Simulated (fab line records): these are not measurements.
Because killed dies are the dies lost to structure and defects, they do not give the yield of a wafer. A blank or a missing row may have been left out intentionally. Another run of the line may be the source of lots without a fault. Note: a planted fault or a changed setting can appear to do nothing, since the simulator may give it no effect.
Comparing a struck lot with a sound one	flow nand-harc	44 out of 1302 route steps
Sound: these wafers, L944.1, L944.2, L944.5. Struck: wafers L929.2, L929.3, L929.6. At the end, the cause is stated.
Per side, at each step with rows, come the tool, then ch with its chambers, and then its first start. Under that, the readings that differ: sound wafers	struck wafers	difference of the means	sigmas: that difference in standard deviations of wafers without a fault.
alike: readings with means less than 2 such deviations apart, plus words and numbers identical on both sides. not compared: withheld readings, readings lacking a value on some wafer, bounds such as >300 that could conceal the same value, and numbers that have no deviation in the record and whose values overlap.
Wherever a step has rows on one side only, a row that says differs or no value, or a row with sigmas, the two part there. When numbers do not overlap yet have no deviation, they are printed without sigmas and do not part them. Lack of a reading on every wafer of one side parts them only where that side has two or more wafers.

first, 3 steps without rows for these wafers: NHARC_P_GATE_EXPOSE_08 (exposes mask P HV); NHARC_P_GATE_PEB_09 (peb time 85 s); NHARC_P_GATE_DEVELOP_10 (time 70 s).
NHARC_P_GATE_CD_MEAS_11 targets a cd of 1640 nm.
  sound on cd-sem-02 ch 0, day 11 06:59; struck on cd-sem-01 ch 0, day 5 07:22
  alike: cd-nm
then, 8 steps without rows for these wafers: NHARC_P_GATE_HARDBAKE_12 (time 80 s); NHARC_P_GATE_DESCUM_13 (chemistry O2, time 3 s); NHARC_P_GATE_ETCH_14 (etches SiO2 in dHF, target depth 48.8 nm); NHARC_P_GATE_STRIP_15 (strips in SPM, time 780 s); NHARC_P_GATE_PRECLEAN_71 (cleans in SC1); NHARC_P_GATE_SRD_72; NHARC_P_GATE_OXIDE_16 (material SiO2, target thk 3 nm, ox time 392 s); NHARC_P_GATE_CVD_17 (deposits poly-Si, target thk 150 nm, time 900 s).
NHARC_P_GATE_HM_DEP_102: deposits aC, target thk 120 nm.
  sound on acl-dep-01 ch 0, day 11 21:32; struck on acl-dep-01 ch 0, day 6 00:28
  alike: throttle-valve-pct
NHARC_P_GATE_DEP_103: deposits SiON, target thk 30 nm.
  sound on pecvd-01 ch 0,1,2, day 11 22:12; struck on pecvd-02 ch 0,2, day 6 01:00
  alike: heater-power-w
then, 8 steps without rows for these wafers: NHARC_P_GATE_DEHYDRATE_18 (time 120 s); NHARC_P_GATE_HMDS_19 (time 30 s); NHARC_P_GATE_COAT_20 (resist thk 90 nm); NHARC_P_GATE_SOFTBAKE_21 (time 55 s); NHARC_P_GATE_EBR_22; NHARC_P_GATE_EXPOSE_23 (exposes mask P GATE, target cd 120 nm); NHARC_P_GATE_PEB_24 (peb time 65 s); NHARC_P_GATE_DEVELOP_25 (develop time 35 s).
NHARC_P_GATE_CD_MEAS_26 targets a cd of 120 nm.
  sound on cd-sem-03 ch 0, day 11 22:53; struck on cd-sem-03 ch 0, day 6 01:41
  alike: cd-nm
NHARC_P_GATE_OVL_MEAS_27:
  struck on overlay-01, day 6 01:46; sound on overlay-01, day 11 22:58
reading	sound	struck	difference	sigmas
overlay-y-nm (nm)	-2.1 -1.7 -1.8	0.3 0.7 0.5	+2.4	+2
  alike: overlay-x-nm
NHARC_P_GATE_INSPECT_28:
  struck on defect-inspect-02, day 6 01:48; sound on defect-inspect-02, day 11 23:00
reading	sound	struck	difference	sigmas
raw-defect-count	4 6 4	273 278 269	+269	+93
then, 1 step without rows for these wafers: NHARC_P_GATE_DESCUM_31 (chemistry O2, time 3 s).
NHARC_P_GATE_ETCH_104: etches the open film in CF4/CHF3, target depth 60 nm.
  sound on rie-diel-09 ch 1,3, day 11 23:09; struck on rie-diel-10 ch 1,2,3, day 6 01:57
reading	sound	struck	difference	sigmas
drypump-motor-current-A (A)	6.0 6.7 6.6	4.9 5.1 5.9	-1.1	-3
  alike: oes-product-au, rf-vpp-V, showerhead-plenum-p-Torr, throttle-valve-pct
then, 3 steps without rows for these wafers: NHARC_P_GATE_HM_OPEN_105 (chemistry O2/COS, target depth 360 nm); NHARC_P_GATE_STRIP_106 (strips in O2/COS); NHARC_P_GATE_ETCH_114 (etches the open film in CF4/O2, target depth 30 nm, overetch 3 nm, time 16.5 s).
NHARC_P_GATE_ETCH_32: etches the open film in HBr/Cl2, target depth 150 nm, time 100.1 s.
  sound on rie-si-04 ch 1,3, day 11 23:32; struck on rie-si-04 ch 0,1,3, day 6 02:20
  alike: drypump-motor-current-A, he-backside-leak-sccm, oes-product-au, throttle-valve-pct
  not compared: rf-hours-counter-h
then, 1 step without rows for these wafers: NHARC_P_GATE_STRIP_108 (strips in O2).
NHARC_P_GATE_CD_MEAS_33:
  struck on cd-sem-02, day 6 02:40; sound on cd-sem-03, day 11 23:52
  alike: cd-nm
then, 4 steps without rows for these wafers: NHARC_P_GATE_STRIP_35 (strips in SPM, time 600 s); NHARC_P_GATE_PRECLEAN_73 (cleans in SC1); NHARC_P_GATE_SRD_74; NHARC_P_GATE_ALD_36 (deposits SiNx, target thk 20 nm, pulse time 60 s, ald cycles 223).
NHARC_P_GATE_ETCHBACK_37: etches the open film in CHF3/O2, target depth 34.5 nm, time 17.2 s.
  sound on rie-diel-09 ch 0,2,3; struck on rie-diel-04 ch 1,2
  alike: drypump-motor-current-A, oes-product-au, rf-vpp-V, showerhead-plenum-p-Torr, throttle-valve-pct
  not compared: rf-hours-counter-h
NHARC_P_GATE_STRIP_101: strips in O2, time 20 s.
  sound on rie-diel-09 ch 0,1,3, day 12 09:58; struck on rie-diel-04 ch 1,2,3, day 6 12:49
  alike: drypump-motor-current-A, oes-product-au, rf-vpp-V, showerhead-plenum-p-Torr, throttle-valve-pct
  not compared: rf-hours-counter-h
then, 3 steps without rows for these wafers: NHARC_P_GATE_PRECLEAN_97 (cleans in SPM, time 600 s); NHARC_P_GATE_SRD_98; NHARC_P_GATE_PRECLEAN_99 (cleans in SC1).
NHARC_P_GATE_INSPECT_68:
  struck on defect-inspect-01, day 6 20:10; sound on defect-inspect-01, day 12 17:10
reading	sound	struck	difference	sigmas
raw-defect-count	144 191 135	487 446 574	+346	+5
-- break in the record here, with 19 days between the starts of the struck wafers on either side (left off in module P_GATE, picked up again in module END, where the first step shown is number 1302 on the route) --
NHARC_END_SORT_01:
  at this point the record logs the struck wafers (prober-01 ch 0, day 25 17:44) and has no rows for the sound ones

WHERE THEY PART
First at NHARC_P_GATE_OVL_MEAS_27; last, within this record, at NHARC_END_SORT_01.

WHY: whatever the simulator had introduced
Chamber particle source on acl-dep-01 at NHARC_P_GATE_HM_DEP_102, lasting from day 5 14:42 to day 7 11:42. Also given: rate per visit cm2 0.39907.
